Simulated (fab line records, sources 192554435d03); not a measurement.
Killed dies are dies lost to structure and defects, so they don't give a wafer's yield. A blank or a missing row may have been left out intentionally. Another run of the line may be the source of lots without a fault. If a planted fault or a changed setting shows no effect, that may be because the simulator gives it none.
Which tool is to blame? + flow n5_finfet + 24 lots with 72 wafers sampled at 4 steps, on a route of 1938 steps

WHAT THE GAUGES SHOWED, per wafer
N5_BEOL_M13_CD_MEAS_10: target cd 190 nm.
| lot  | measured     | on        | cd_nm (nm)        |
|------|--------------|-----------|-------------------|
| L074 | day 10 18:45 | cd_sem-01 | 188.2 187.2 187.7 |
| L075 | day 10 23:04 | cd_sem-02 | 189.1 187.4 187.8 |
| L076 | day 11 06:37 | cd_sem-02 | 188.9 189.2 188.0 |
| L077 | day 11 07:53 | cd_sem-03 | 191.2 188.2 190.0 |
| L078 | day 11 21:55 | cd_sem-01 | 190.7 189.5 190.3 |
| L079 | day 11 22:49 | cd_sem-01 | 190.8 189.2 189.6 |
| L081 | day 12 02:42 | cd_sem-01 | 188.2 188.1 189.9 |
| L080 | day 12 05:17 | cd_sem-03 | 187.5 186.2 189.8 |
| L083 | day 12 06:04 | cd_sem-02 | 189.8 188.0 189.6 |
| L082 | day 12 06:24 | cd_sem-01 | 187.3 187.1 187.1 |
| L084 | day 13 04:08 | cd_sem-03 | 188.0 190.4 187.3 |
| L086 | day 13 17:29 | cd_sem-02 | 190.3 189.4 190.2 |
| L087 | day 13 23:13 | cd_sem-01 | 189.7 189.2 189.4 |
| L085 | day 13 23:34 | cd_sem-03 | 190.7 189.2 187.8 |
| L088 | day 13 23:45 | cd_sem-03 | 187.4 188.0 188.5 |
| L089 | day 14 04:39 | cd_sem-03 | 189.6 191.3 189.6 |
| L091 | day 14 19:16 | cd_sem-01 | 190.4 190.7 190.1 |
| L090 | day 14 20:40 | cd_sem-03 | 188.8 191.5 188.8 |
| L092 | day 15 02:23 | cd_sem-01 | 187.9 189.7 187.6 |
| L093 | day 15 18:29 | cd_sem-01 | 190.2 191.0 190.8 |
| L094 | day 16 05:26 | cd_sem-01 | 190.3 190.8 191.3 |
| L096 | day 16 09:27 | cd_sem-02 | 189.2 188.7 189.5 |
| L097 | day 16 12:35 | cd_sem-03 | 190.9 190.7 190.3 |
| L095 | day 16 12:50 | cd_sem-02 | 188.8 189.1 189.1 |

N5_BEOL_M14_CD_MEAS_28: target cd 284.4 nm.
| lot  | measured     | on        | cd_nm (nm)        |
|------|--------------|-----------|-------------------|
| L074 | day 11 02:01 | cd_sem-02 | 281.2 283.8 284.7 |
| L075 | day 11 04:01 | cd_sem-01 | 281.0 283.7 283.3 |
| L076 | day 11 12:04 | cd_sem-03 | 285.0 283.7 286.4 |
| L077 | day 11 14:55 | cd_sem-03 | 283.6 283.2 280.3 |
| L078 | day 12 05:56 | cd_sem-01 | 285.7 284.3 285.2 |
| L079 | day 12 06:02 | cd_sem-01 | 282.7 282.7 283.7 |
| L081 | day 12 08:01 | cd_sem-02 | 285.4 282.2 284.1 |
| L080 | day 12 17:04 | cd_sem-02 | 284.5 283.4 284.4 |
| L083 | day 12 17:53 | cd_sem-02 | 282.2 280.6 283.9 |
| L082 | day 12 18:37 | cd_sem-03 | 284.3 279.2 284.1 |
| L084 | day 13 09:40 | cd_sem-01 | 283.7 282.6 283.4 |
| L086 | day 13 23:19 | cd_sem-02 | 286.6 285.3 284.3 |
| L087 | day 14 05:30 | cd_sem-01 | 283.6 283.9 282.7 |
| L085 | day 14 05:41 | cd_sem-01 | 283.9 283.5 285.2 |
| L088 | day 14 06:05 | cd_sem-02 | 282.5 283.0 283.4 |
| L089 | day 14 14:41 | cd_sem-03 | 285.4 285.2 285.1 |
| L091 | day 15 03:58 | cd_sem-03 | 282.5 278.9 282.0 |
| L090 | day 15 03:34 | cd_sem-01 | 286.2 282.2 285.0 |
| L092 | day 15 14:08 | cd_sem-02 | 281.7 283.5 282.8 |
| L093 | day 16 06:16 | cd_sem-01 | 282.5 286.1 282.9 |
| L094 | day 16 11:20 | cd_sem-03 | 283.4 282.6 285.3 |
| L096 | day 16 17:12 | cd_sem-01 | 283.8 282.1 284.9 |
| L097 | day 16 17:29 | cd_sem-01 | 282.1 283.2 283.2 |
| L095 | day 16 21:38 | cd_sem-03 | 284.9 283.1 285.6 |

N5_BEOL_M14_OVL_MEAS_29.
| lot  | measured     | on         | M14_OVL (nm) |
|------|--------------|------------|--------------|
| L074 | day 11 02:02 | overlay-02 | 8 8 6        |
| L075 | day 11 04:02 | overlay-01 | -5 -2 1      |
| L076 | day 11 12:05 | overlay-01 | 1 4 -3       |
| L077 | day 11 14:56 | overlay-02 | 2 9 -3       |
| L078 | day 12 05:58 | overlay-02 | 5 -2 -4      |
| L079 | day 12 06:04 | overlay-01 | -2 -3 -4     |
| L081 | day 12 08:03 | overlay-01 | -1 -3 0      |
| L080 | day 12 17:05 | overlay-01 | -3 -10 -9    |
| L083 | day 12 17:55 | overlay-01 | 4 1 5        |
| L082 | day 12 18:39 | overlay-01 | 11 8 11      |
| L084 | day 13 09:41 | overlay-01 | 1 6 -2       |
| L086 | day 13 23:20 | overlay-02 | -6 3 5       |
| L087 | day 14 05:32 | overlay-01 | -8 -8 -9     |
| L085 | day 14 05:43 | overlay-01 | -17 -5 -4    |
| L088 | day 14 06:07 | overlay-02 | -4 -3 -8     |
| L089 | day 14 14:43 | overlay-01 | -3 -3 0      |
| L091 | day 15 03:59 | overlay-02 | -5 -3 -5     |
| L090 | day 15 03:36 | overlay-02 | -9 -7 -12    |
| L092 | day 15 14:10 | overlay-02 | 5 -1 6       |
| L093 | day 16 06:17 | overlay-02 | -8 -2 0      |
| L094 | day 16 11:22 | overlay-01 | 4 5 -12      |
| L096 | day 16 17:13 | overlay-01 | -2 3 -7      |
| L097 | day 16 17:31 | overlay-02 | -9 -7 -14    |
| L095 | day 16 21:40 | overlay-01 | -5 -11 -1    |

WHICH TOOL RAN EACH LOT (tool, then ch and the chambers of the sampled wafers, then the start)
| lot  | N5_BEOL_M13_ETCH_68                |
|------|------------------------------------|
| L074 | rie_diel-01 ch 1,2,3, day 10 19:58 |
| L075 | rie_diel-03 ch 0,2,3, day 11 00:16 |
| L076 | rie_diel-01 ch 0,2,3, day 11 08:02 |
| L077 | rie_diel-03 ch 0,1, day 11 09:37   |
| L078 | rie_diel-02 ch 1,3, day 12 00:01   |
| L079 | rie_diel-01 ch 1,2,3, day 12 00:47 |
| L081 | rie_diel-02 ch 1,2,3, day 12 04:10 |
| L080 | rie_diel-02 ch 2,3, day 12 06:30   |
| L083 | rie_diel-02 ch 2,3, day 12 07:25   |
| L082 | rie_diel-03 ch 1,2, day 12 07:44   |
| L084 | rie_diel-01 ch 0,1, day 13 05:55   |
| L086 | rie_diel-01 ch 0,1,3, day 13 18:44 |
| L087 | rie_diel-03 ch 0,1,2, day 14 00:43 |
| L085 | rie_diel-01 ch 0,3, day 14 01:00   |
| L088 | rie_diel-03 ch 0,1,2, day 14 01:19 |
| L089 | rie_diel-02 ch 0,2,3, day 14 05:52 |
| L091 | rie_diel-01 ch 0,1,3, day 14 20:29 |
| L090 | rie_diel-02 ch 1,3, day 14 21:53   |
| L092 | rie_diel-02 ch 0,1,3, day 15 03:43 |
| L093 | rie_diel-02 ch 1,2,3, day 15 19:42 |
| L094 | rie_diel-02 ch 1,3, day 16 07:04   |
| L096 | rie_diel-03 ch 0,3, day 16 10:50   |
| L097 | rie_diel-02 ch 0,2,3, day 16 13:48 |
| L095 | rie_diel-03 ch 0,1,3, day 16 14:18 |
- N5_BEOL_M13_ETCH_68: etches SOC in N2/H2, time 355 s.

WHAT THE TOOLS THEMSELVES READ (means of the sampled wafers that have a number; where no wafer has one, the mark that the record gives instead)
N5_BEOL_M13_ETCH_68.
| lot  | tool        | drypump_motor_current_A (A) | oes_product_au (a.u.) | rf_vpp_V (V) | showerhead_plenum_p_Torr (Torr) | throttle_valve_pct (%) |
|------|-------------|-----------------------------|-----------------------|--------------|---------------------------------|------------------------|
| L074 | rie_diel-01 | 6.0                         | 0.76                  | 525.8        | 2.60                            | 17.62                  |
| L075 | rie_diel-03 | 5.9                         | 0.77                  | 524.4        | 2.56                            | 17.82                  |
| L076 | rie_diel-01 | 5.9                         | 0.76                  | 524.6        | 2.57                            | 17.68                  |
| L077 | rie_diel-03 | 6.6                         | 0.74                  | 525.0        | 2.58                            | 17.94                  |
| L078 | rie_diel-02 | 5.6                         | 0.84                  | 527.0        | 2.65                            | 17.49                  |
| L079 | rie_diel-01 | 6.0                         | 0.75                  | 525.2        | 2.60                            | 17.63                  |
| L081 | rie_diel-02 | 5.9                         | 0.78                  | 525.8        | 2.59                            | 17.73                  |
| L080 | rie_diel-02 | 6.2                         | 0.77                  | 524.1        | 2.59                            | 17.93                  |
| L083 | rie_diel-02 | 5.9                         | 0.83                  | 527.2        | 2.65                            | 17.69                  |
| L082 | rie_diel-03 | 5.7                         | 0.77                  | 524.5        | 2.58                            | 17.74                  |
| L084 | rie_diel-01 | 5.9                         | 0.84                  | 527.5        | 2.63                            | 17.61                  |
| L086 | rie_diel-01 | 6.0                         | 0.79                  | 524.8        | 2.58                            | 17.70                  |
| L087 | rie_diel-03 | 5.9                         | 0.76                  | 523.2        | 2.55                            | 17.81                  |
| L085 | rie_diel-01 | 6.0                         | 0.80                  | 524.1        | 2.55                            | 17.77                  |
| L088 | rie_diel-03 | 5.9                         | 0.76                  | 524.3        | 2.55                            | 17.81                  |
| L089 | rie_diel-02 | 5.7                         | 0.84                  | 526.3        | 2.61                            | 17.68                  |
| L091 | rie_diel-01 | 6.0                         | 0.78                  | 525.2        | 2.57                            | 17.72                  |
| L090 | rie_diel-02 | 5.7                         | 0.76                  | 524.1        | 2.58                            | 17.57                  |
| L092 | rie_diel-02 | 5.5                         | 0.83                  | 525.4        | 2.60                            | 17.50                  |
| L093 | rie_diel-02 | 5.9                         | 0.85                  | 525.2        | 2.58                            | 17.62                  |
| L094 | rie_diel-02 | 5.6                         | 0.79                  | 526.1        | 2.64                            | 17.55                  |
| L096 | rie_diel-03 | 6.2                         | 0.69                  | 525.6        | 2.59                            | 18.07                  |
| L097 | rie_diel-02 | 5.7                         | 0.91                  | 525.7        | 2.60                            | 17.54                  |
| L095 | rie_diel-03 | 6.2                         | 0.70                  | 524.8        | 2.59                            | 18.03                  |

THE ANSWER, worked out from the rows above alone
Rule: the lots themselves supply what counts as usual. Put in order of their means at a reading, lots are off if they are a third of the lots or fewer, leave a main group of 4 or more, and stand apart from it by a gap of 3 or more times the standard deviation of the main group's means; of several such gaps the widest counts. A main group whose means are all the same, to the digits that the tables above print for the reading, isn't used. Also off: a lot with no number at a reading for which 4 or more lots have one. The other lots that the step has rows for count as sound. First the gauges in route order, then the tools' own readings, where a lot's mean is used as printed above. The first step at which some lot is off is used, and at that step the reading that is off furthest; a lot without a number counts as furthest.
Across all readings shown, no lot is off: no conclusion can be drawn from this.

WHAT THE SIMULATOR HAD INSERTED
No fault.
